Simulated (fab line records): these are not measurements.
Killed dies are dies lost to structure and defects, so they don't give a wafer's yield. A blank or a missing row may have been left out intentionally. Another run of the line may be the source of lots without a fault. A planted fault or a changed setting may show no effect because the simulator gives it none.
What tool caused it? | flow n5-finfet | 24 lots, 72 wafers sampled, at 5 steps of a route of 1938

== WHAT EACH GAUGE READ, for each wafer ==
N5_BEOL_M5_THK_MEAS_01. Usual: M5_ILD_THK 121.2 nm, standard deviation 1.6.
lot  | measured     | on            | M5_ILD_THK (nm)   | flag
L074 | day 8 09:29  | film-metro-02 | 119.4 119.7 120.3 |
L076 | day 8 15:29  | film-metro-01 | 120.0 121.0 120.2 |
L075 | day 8 18:34  | film-metro-02 | 118.2 120.3 123.1 |
L077 | day 9 03:15  | film-metro-01 | 119.0 120.5 122.3 |
L078 | day 9 11:47  | film-metro-01 | 120.1 120.5 121.8 |
L079 | day 9 14:22  | film-metro-02 | 121.4 124.0 123.0 |
L080 | day 9 19:32  | film-metro-01 | 119.0 121.7 120.4 |
L081 | day 9 20:02  | film-metro-01 | 119.8 124.5 122.3 |
L082 | day 9 21:08  | film-metro-01 | 118.1 118.9 120.6 |
L083 | day 10 13:42 | film-metro-01 | 119.8 123.1 122.1 |
L085 | day 10 20:48 | film-metro-01 | 123.7 124.7 123.8 |
L084 | day 10 22:32 | film-metro-02 | 120.2 122.6 120.8 |
L087 | day 11 16:30 | film-metro-01 | 121.4 120.1 122.0 |
L089 | day 11 22:38 | film-metro-01 | 120.1 119.9 121.3 |
L086 | day 11 23:29 | film-metro-02 | 121.0 120.2 121.5 |
L088 | day 12 06:57 | film-metro-01 | 117.7 119.9 122.2 |
L090 | day 12 08:57 | film-metro-01 | 121.1 123.7 122.0 |
L091 | day 13 18:49 | film-metro-02 | 122.3 124.1 124.8 |
L093 | day 13 21:54 | film-metro-02 | 120.2 121.6 122.9 |
L094 | day 14 02:58 | film-metro-01 | 119.5 118.5 120.6 |
L092 | day 14 05:51 | film-metro-01 | 124.4 121.3 122.8 |
L096 | day 14 22:23 | film-metro-02 | 120.7 120.1 121.5 |
L095 | day 14 22:41 | film-metro-02 | 122.1 120.5 121.7 |
L097 | day 15 01:26 | film-metro-01 | 120.6 120.5 121.7 |

N5_BEOL_M5_OVL_MEAS_29. Usual: V4_OVL 0.3 nm, standard deviation 0.68.
lot  | measured     | on         | V4_OVL (nm)    | flag
L074 | day 8 12:03  | overlay-02 | -0.6 -0.6 -0.3 |
L076 | day 8 17:28  | overlay-01 | 0.3 1.0 1.0    |
L075 | day 8 21:13  | overlay-02 | -0.4 0.5 -1.0  |
L077 | day 9 08:05  | overlay-02 | 0.7 0.5 1.2    |
L078 | day 9 14:24  | overlay-01 | 0.3 1.2 0.5    |
L079 | day 9 16:59  | overlay-02 | 0.1 -0.9 -0.4  |
L080 | day 10 00:07 | overlay-01 | 0.9 1.6 2.3    |
L081 | day 10 00:17 | overlay-01 | 2.0 0.5 1.2    |
L082 | day 10 00:26 | overlay-02 | -0.2 -0.4 -0.3 |
L083 | day 10 19:45 | overlay-01 | 0.4 1.1 0.1    |
L085 | day 10 22:48 | overlay-02 | 1.0 -0.3 0.0   |
L084 | day 11 02:05 | overlay-01 | 0.0 -0.3 -0.5  |
L087 | day 11 18:40 | overlay-02 | -0.5 -0.5 -0.3 |
L089 | day 12 03:19 | overlay-02 | 0.4 0.3 0.1    |
L086 | day 12 03:24 | overlay-02 | 0.3 0.5 0.7    |
L088 | day 12 10:19 | overlay-01 | 0.0 0.5 0.7    |
L090 | day 12 17:26 | overlay-01 | 1.0 1.4 1.2    |
L091 | day 13 23:31 | overlay-02 | 0.8 -0.1 -0.4  |
L093 | day 14 01:22 | overlay-02 | 0.1 -0.3 -0.7  |
L094 | day 14 05:26 | overlay-02 | 0.7 -1.0 0.5   |
L092 | day 14 08:18 | overlay-02 | -0.1 -0.6 0.2  |
L096 | day 15 00:43 | overlay-01 | 0.4 0.5 0.1    |
L095 | day 15 00:53 | overlay-01 | 0.4 1.2 1.0    |
L097 | day 15 04:15 | overlay-01 | -0.1 0.6 0.9   |

N5_BEOL_M5_CD_MEAS_35: target cd 28 nm, target cd y 24 nm. Usual: 27.9 nm for cd-nm, sd 0.38.
lot  | measured     | on        | cd-nm (nm)     | flag
L074 | day 8 12:43  | cd-sem-01 | 27.8 27.7 28.1 |
L076 | day 8 18:07  | cd-sem-03 | 27.8 27.9 28.2 |
L075 | day 8 21:56  | cd-sem-01 | 28.0 28.4 28.2 |
L077 | day 9 09:03  | cd-sem-02 | 28.2 27.8 27.9 |
L078 | day 9 15:04  | cd-sem-01 | 27.8 27.5 27.0 |
L079 | day 9 17:57  | cd-sem-03 | 27.3 27.6 27.5 |
L080 | day 10 01:01 | cd-sem-01 | 27.9 27.2 27.9 |
L081 | day 10 01:26 | cd-sem-03 | 28.2 28.3 28.6 |
L082 | day 10 01:28 | cd-sem-03 | 27.7 28.2 27.9 |
L083 | day 10 20:55 | cd-sem-03 | 28.0 27.7 28.1 |
L085 | day 10 23:28 | cd-sem-01 | 27.8 27.9 28.2 |
L084 | day 11 02:44 | cd-sem-01 | 27.5 28.0 28.2 |
L087 | day 11 19:20 | cd-sem-01 | 28.2 28.0 28.6 |
L089 | day 12 03:59 | cd-sem-02 | 27.9 28.1 27.8 |
L086 | day 12 04:04 | cd-sem-03 | 27.9 27.9 27.7 |
L088 | day 12 11:28 | cd-sem-02 | 28.0 28.1 27.9 |
L090 | day 12 18:06 | cd-sem-03 | 27.5 27.5 27.2 |
L091 | day 14 00:10 | cd-sem-02 | 27.9 27.5 27.5 |
L093 | day 14 02:25 | cd-sem-01 | 27.7 27.4 27.4 |
L094 | day 14 06:07 | cd-sem-02 | 28.6 28.1 28.1 |
L092 | day 14 08:58 | cd-sem-03 | 27.8 28.5 28.6 |
L096 | day 15 01:26 | cd-sem-02 | 27.8 27.5 27.4 |
L095 | day 15 01:44 | cd-sem-03 | 27.9 28.0 27.6 |
L097 | day 15 04:55 | cd-sem-01 | 27.8 28.1 28.4 |

== WHICH TOOL RAN EACH LOT (tool, then ch and the chambers of the sampled wafers, then the start) ==
lot  | N5_BEOL_M5_ILD_DEP_00           | N5_BEOL_M5_STRIP_64
L074 | pecvd-04 ch 0,2, day 8 08:55    | rie-diel-03 ch 0,1, day 8 10:59
L076 | pecvd-04 ch 1,2, day 8 14:55    | rie-diel-01 ch 0,2, day 8 16:53
L075 | pecvd-03 ch 0,1, day 8 18:00    | rie-diel-03 ch 1,2,3, day 8 20:19
L077 | pecvd-03 ch 1,2, day 9 02:12    | rie-diel-03 ch 1,2,3, day 9 06:05
L078 | pecvd-04 ch 0,1, day 9 11:13    | rie-diel-02 ch 1,3, day 9 13:36
L079 | pecvd-04 ch 0,1,2, day 9 13:47  | rie-diel-02 ch 0,1,2, day 9 15:30
L080 | pecvd-02 ch 0,1,2, day 9 18:42  | rie-diel-01 ch 0,1,3, day 9 23:27
L081 | pecvd-03 ch 0,2, day 9 19:28    | rie-diel-01 ch 0,1,3, day 9 23:41
L082 | pecvd-02 ch 0,2, day 9 20:34    | rie-diel-03 ch 0,2,3, day 9 23:47
L083 | pecvd-04 ch 0,1,2, day 10 12:59 | rie-diel-01 ch 0,2,3, day 10 14:59
L085 | pecvd-03 ch 0,1, day 10 14:12   | rie-diel-01 ch 0,3, day 10 22:05
L084 | pecvd-04 ch 0,1, day 10 17:18   | rie-diel-01 ch 0,3, day 10 23:55
L087 | pecvd-04 ch 0,1,2, day 11 15:56 | rie-diel-02 ch 1,2,3, day 11 17:59
L089 | pecvd-04 ch 0,1,2, day 11 22:04 | rie-diel-01 ch 0,1,2, day 12 01:18
L086 | pecvd-02 ch 0,1,2, day 11 22:55 | rie-diel-01 ch 0,2, day 12 01:41
L088 | pecvd-02 ch 0,1,2, day 12 05:53 | rie-diel-03 ch 0,1,3, day 12 09:02
L090 | pecvd-03 ch 0,1,2, day 12 07:54 | rie-diel-01 ch 2,3, day 12 11:29
L091 | pecvd-03 ch 0,2, day 13 18:14   | rie-diel-02 ch 0,1, day 13 20:19
L093 | pecvd-03 ch 0,1, day 13 21:20   | rie-diel-01 ch 0,3, day 14 00:46
L094 | pecvd-04 ch 1,2, day 14 01:55   | rie-diel-02 ch 0,1, day 14 04:52
L092 | pecvd-03 ch 0,1,2, day 14 05:17 | rie-diel-03 ch 0,2,3, day 14 06:56
L096 | pecvd-04 ch 0,1,2, day 14 21:19 | rie-diel-02 ch 0,2,3, day 14 23:36
L095 | pecvd-02 ch 1,2, day 14 22:07   | rie-diel-01 ch 0,3, day 14 23:46
L097 | pecvd-03 ch 0,1,2, day 15 00:52 | rie-diel-03 ch 1,2,3, day 15 02:45
- N5_BEOL_M5_ILD_DEP_00: deposits SiCOH lowk from DEMS/porogen, target thk 140.64 nm, time 25.9 s.
- N5_BEOL_M5_STRIP_64: strips in CF4.

== WHAT THE TOOLS THEMSELVES READ (means of the sampled wafers that have a number; where no wafer has one, the mark that the record gives instead) ==
N5_BEOL_M5_ILD_DEP_00. Usual: chamber-pressure-Torr 5.001 Torr, standard deviation 0.011; heater-power-w 321 W, standard deviation 63; rf-fwd-power-W 495.3 W, standard deviation 2; showerhead-plenum-p-Torr 5.744 Torr, standard deviation 0.016; showerhead-vpp-V 1383 V, standard deviation 35; throttle-valve-pct 14.0 %, standard deviation 0.81.
lot  | tool     | chamber-pressure-Torr (Torr) | heater-power-w (W) | rf-fwd-power-W (W) | showerhead-plenum-p-Torr (Torr) | showerhead-vpp-V (V) | throttle-valve-pct (%) | flag
L074 | pecvd-04 | 4.990                        | 364                | 496.0              | 5.730                           | 1408                 | 14.9                   |
L076 | pecvd-04 | 4.998                        | 356                | 495.7              | 5.758                           | 1385                 | 14.2                   |
L075 | pecvd-03 | 5.009                        | 241                | 494.2              | 5.749                           | 1377                 | 13.7                   |
L077 | pecvd-03 | 5.005                        | 319                | 495.1              | 5.748                           | 1392                 | 13.6                   |
L078 | pecvd-04 | 4.993                        | 351                | 495.2              | 5.740                           | 1400                 | 14.9                   |
L079 | pecvd-04 | 5.006                        | 370                | 494.7              | 5.733                           | 1391                 | 14.5                   |
L080 | pecvd-02 | 5.001                        | 285                | 496.3              | 5.741                           | 1369                 | 14.0                   |
L081 | pecvd-03 | 5.008                        | 277                | 492.3              | 5.747                           | 1385                 | 13.6                   |
L082 | pecvd-02 | 5.000                        | 248                | 494.1              | 5.752                           | 1325                 | 14.0                   |
L083 | pecvd-04 | 5.010                        | 362                | 494.9              | 5.746                           | 1379                 | 14.5                   |
L085 | pecvd-03 | 5.003                        | 309                | 493.9              | 5.742                           | 1377                 | 13.4                   |
L084 | pecvd-04 | 4.999                        | 384                | 493.3              | 5.744                           | 1387                 | 14.9                   |
L087 | pecvd-04 | 5.004                        | 377                | 495.3              | 5.745                           | 1392                 | 14.5                   |
L089 | pecvd-04 | 4.994                        | 381                | 495.3              | 5.739                           | 1391                 | 14.6                   |
L086 | pecvd-02 | 5.006                        | 284                | 497.1              | 5.746                           | 1365                 | 14.1                   |
L088 | pecvd-02 | 4.999                        | 306                | 496.5              | 5.735                           | 1367                 | 13.9                   |
L090 | pecvd-03 | 4.992                        | 288                | 493.8              | 5.749                           | 1378                 | 13.3                   |
L091 | pecvd-03 | 5.012                        | 216                | 494.2              | 5.750                           | 1384                 | 13.4                   |
L093 | pecvd-03 | 4.997                        | 268                | 493.2              | 5.746                           | 1366                 | 13.7                   |
L094 | pecvd-04 | 5.000                        | 358                | 494.7              | 5.757                           | 1387                 | 14.2                   |
L092 | pecvd-03 | 5.010                        | 277                | 495.8              | 5.746                           | 1381                 | 13.3                   |
L096 | pecvd-04 | 5.003                        | 375                | 496.3              | 5.739                           | 1397                 | 14.6                   |
L095 | pecvd-02 | 4.999                        | 272                | 496.2              | 5.731                           | 1354                 | 13.4                   |
L097 | pecvd-03 | 5.004                        | 270                | 495.2              | 5.744                           | 1379                 | 13.3                   |

N5_BEOL_M5_STRIP_64. Usual: drypump-motor-current-A 5.8 A, standard deviation 0.5; oes-product-au 0.81 a.u., standard deviation 0.074; rf-fwd-power-W 292.6 W, standard deviation 0.92; rf-vpp-V 271.3 V, standard deviation 1.5; showerhead-plenum-p-Torr 1.80 Torr, standard deviation 0.055; throttle-valve-pct 13.43 %, standard deviation 0.27.
lot  | tool        | drypump-motor-current-A (A) | oes-product-au (a.u.) | rf-fwd-power-W (W) | rf-vpp-V (V) | showerhead-plenum-p-Torr (Torr) | throttle-valve-pct (%) | flag
L074 | rie-diel-03 | 5.3                         | 0.76                  | 292.3              | 271.4        | 1.82                            | 13.58                  |
L076 | rie-diel-01 | 5.9                         | 0.84                  | 292.5              | 271.3        | 1.82                            | 13.39                  |
L075 | rie-diel-03 | 6.1                         | 0.78                  | 292.6              | 271.3        | 1.83                            | 13.55                  |
L077 | rie-diel-03 | 6.2                         | 0.78                  | 293.1              | 272.4        | 1.83                            | 13.57                  |
L078 | rie-diel-02 | 5.9                         | 0.68                  | 292.1              | 269.0        | 1.70                            | 13.78                  |
L079 | rie-diel-02 | 5.7                         | 0.84                  | 291.7              | 270.4        | 1.74                            | 13.56                  |
L080 | rie-diel-01 | 5.9                         | 0.87                  | 292.2              | 271.5        | 1.83                            | 13.21                  |
L081 | rie-diel-01 | 5.9                         | 0.86                  | 292.9              | 272.1        | 1.83                            | 13.21                  |
L082 | rie-diel-03 | 5.8                         | 0.79                  | 291.2              | 271.2        | 1.80                            | 13.36                  |
L083 | rie-diel-01 | 5.9                         | 0.84                  | 291.8              | 270.8        | 1.80                            | 13.33                  |
L085 | rie-diel-01 | 6.1                         | 0.83                  | 292.6              | 270.4        | 1.80                            | 13.35                  |
L084 | rie-diel-01 | 6.1                         | 0.83                  | 292.8              | 271.7        | 1.80                            | 13.35                  |
L087 | rie-diel-02 | 5.9                         | 0.75                  | 292.9              | 269.4        | 1.72                            | 13.73                  |
L089 | rie-diel-01 | 5.9                         | 0.81                  | 293.0              | 272.8        | 1.84                            | 13.34                  |
L086 | rie-diel-01 | 5.9                         | 0.81                  | 293.3              | 271.4        | 1.81                            | 13.46                  |
L088 | rie-diel-03 | 5.8                         | 0.76                  | 293.6              | 271.3        | 1.82                            | 13.59                  |
L090 | rie-diel-01 | 5.5                         | 0.85                  | 292.4              | 269.8        | 1.78                            | 13.27                  |
L091 | rie-diel-02 | 5.3                         | 0.73                  | 292.4              | 269.4        | 1.70                            | 13.73                  |
L093 | rie-diel-01 | 5.7                         | 0.83                  | 292.5              | 270.5        | 1.77                            | 13.30                  |
L094 | rie-diel-02 | 5.5                         | 0.79                  | 293.3              | 269.8        | 1.72                            | 13.53                  |
L092 | rie-diel-03 | 5.7                         | 0.75                  | 293.1              | 271.4        | 1.79                            | 13.43                  |
L096 | rie-diel-02 | 6.1                         | 0.88                  | 292.6              | 271.3        | 1.79                            | 13.39                  |
L095 | rie-diel-01 | 6.1                         | 0.79                  | 293.2              | 270.6        | 1.79                            | 13.43                  |
L097 | rie-diel-03 | 6.1                         | 0.74                  | 292.7              | 271.5        | 1.81                            | 13.68                  |

== THE ANSWER, worked out from the rows above alone ==
Rule: a lot counts as off when the mean over its wafers that have a number is more than 3 standard deviations away from the usual mean. A lot without any number at a reading at which 4 lots or more have one is off too. Where the step has rows for the other lots, those lots are counted as sound. First the gauges in route order, then the tools' own readings, where a lot's mean is used as printed above. The first step at which some lot is off is used, and at that step the reading that is off furthest; a lot without a number counts as furthest.
No lot is off at any reading shown: from this, nothing can be told.

== WHAT THE SIMULATOR HAD PUT IN ==
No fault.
